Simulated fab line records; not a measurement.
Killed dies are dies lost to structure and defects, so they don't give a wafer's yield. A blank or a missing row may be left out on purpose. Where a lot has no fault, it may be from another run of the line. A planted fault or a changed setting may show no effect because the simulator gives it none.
Lot-split experiment    flow n5_finfet    route with 1938 steps; 7 lots, 21 wafers read

## ON THE SPLIT
At N5_BEOL_M15_COAT_22 (resist thk 800 nm), the setting spin_rpm was moved away from the recipe's 1704 rpm on 4 of the 21 wafers read, by -7.9% to +8.3%. For the rest of the wafers, this setting stayed at what the recipe calls for.

## FROM THE SPLIT TO THE READING: what the file shows between them, 5 steps
- N5_BEOL_M15_PEB_26: peb time 90 s (also split here: peb_temp_c)
- N5_BEOL_M15_DEVELOP_27: develop time 45 s
- N5_BEOL_M15_HARDBAKE_32: time 120 s
- N5_BEOL_M15_DESCUM_33: chemistry O2, time 7.9 s
- N5_BEOL_M15_ETCH_61: etches BARC in N2/H2, target depth 89 nm, overetch 26.7 nm, time 67.9 s

## THE READING
coat_of_BEOL_M15_COAT_22.thk_nm (the simulator's own value, which no gauge read), in nm, at N5_BEOL_M15_TRENCH_ETCH_34 (etches SiO2 in C4F8/O2/Ar, target depth 872.93 nm, time 199 s). There is no usual value for it anywhere in the file. Across the 17 wafers here that went through the recipe, the average is 543.2 nm and the standard deviation 4.9 nm.

wafer   tool, chamber at the split  spin_rpm as run, rpm  against the recipe  coat_of_BEOL_M15_COAT_22.thk_nm, nm  against lot-mates on the recipe
L074.4  litho_track-05, 0           1704                  recipe              547                                  -
L074.5  litho_track-05, 0           1704                  recipe              553.4                                -
L074.6  litho_track-05, 0           1704                  recipe              544                                  -
L075.3  litho_track-04, 0           1704                  recipe              546.4                                -
L075.5  litho_track-04, 0           1704                  recipe              545.2                                -
L075.6  litho_track-04, 0           1704                  recipe              543.6                                -
L083.1  litho_track-01, 0           1704                  recipe              534                                  -
L083.2  litho_track-01, 0           1846                  +8.3%               505                                  -31.7
L083.5  litho_track-01, 0           1704                  recipe              539.4                                -
L082.2  litho_track-05, 0           1826                  +7.2%               517.4                                -25.8
L082.3  litho_track-05, 0           1826                  +7.2%               518.4                                -24.8
L082.5  litho_track-05, 0           1704                  recipe              543.2                                -
L084.1  litho_track-05, 0           1704                  recipe              546.6                                -
L084.3  litho_track-05, 0           1704                  recipe              534.6                                -
L084.4  litho_track-05, 0           1704                  recipe              538.2                                -
L092.2  litho_track-05, 0           1704                  recipe              541                                  -
L092.3  litho_track-05, 0           1570                  -7.9%               574.6                                +29.3
L092.5  litho_track-05, 0           1704                  recipe              549.6                                -
L085.3  litho_track-04, 0           1704                  recipe              544.8                                -
L085.4  litho_track-04, 0           1704                  recipe              544                                  -
L085.6  litho_track-04, 0           1704                  recipe              538.8                                -

THE FIT
A straight line over all 21 wafers: coat_of_BEOL_M15_COAT_22.thk_nm changes by -3.97 nm for each +1% of spin_rpm; r = -0.94; the points scatter about the line by 4.9 nm.
The same after taking each lot's own level away (the mean of its wafers on the recipe; 21 wafers): -3.67 nm for each +1%; r = -0.97; scatter 3.3 nm.
The reading moves by 31 nm for the largest change in spin_rpm, on that fit.
The span of the lots' own levels, 536.70 to 548.13 nm, comes to 2.3 times the standard deviation stated above.
The two slopes are in agreement: the lot-to-lot level therefore moves the slope only a little.
Check: for one of the wafers moved furthest among these (+8.3%), held out of the fit, the line's prediction against its lot-mates is -30 nm. It came out at -31.7 nm against them.

## FURTHER SPLITS ON THESE WAFERS
Note: prior to the reading, these wafers also went through further splits. Each is held against what the fit with the lots' levels taken away leaves over:
other split on the same wafers  wafers away from the commonest value  r with coat_of_BEOL_M15_COAT_22.thk_nm (lot level and that fit taken away)
N5_BEOL_M14_SPUTTER_43 power_w  6                                     +0.23
N5_BEOL_M15_PEB_26 peb_temp_c   1                                     -0.09

## THE WHOLE CHAIN: every reading that the file lists as answering this split, in the file's order
step                        what it does                                                   reading                                                                           change (the file's fit)               r (the file's)
N5_BEOL_M15_COAT_22         resist thk 800 nm                                              coat_of_BEOL_M15_COAT_22.thk_nm (the simulator's own value, which no gauge read)  -3.82 nm for each +1% of the setting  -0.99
N5_BEOL_M15_TRENCH_ETCH_34  etches SiO2 in C4F8/O2/Ar, target depth 872.93 nm, time 199 s  coat_of_BEOL_M15_COAT_22.thk_nm (the simulator's own value, which no gauge read)  -3.7 nm for each +1% of the setting   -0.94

## FILE'S OWN FIT
coat_of_BEOL_M15_COAT_22.thk_nm changes by -3.7 nm for each +1% of spin_rpm, r = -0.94.
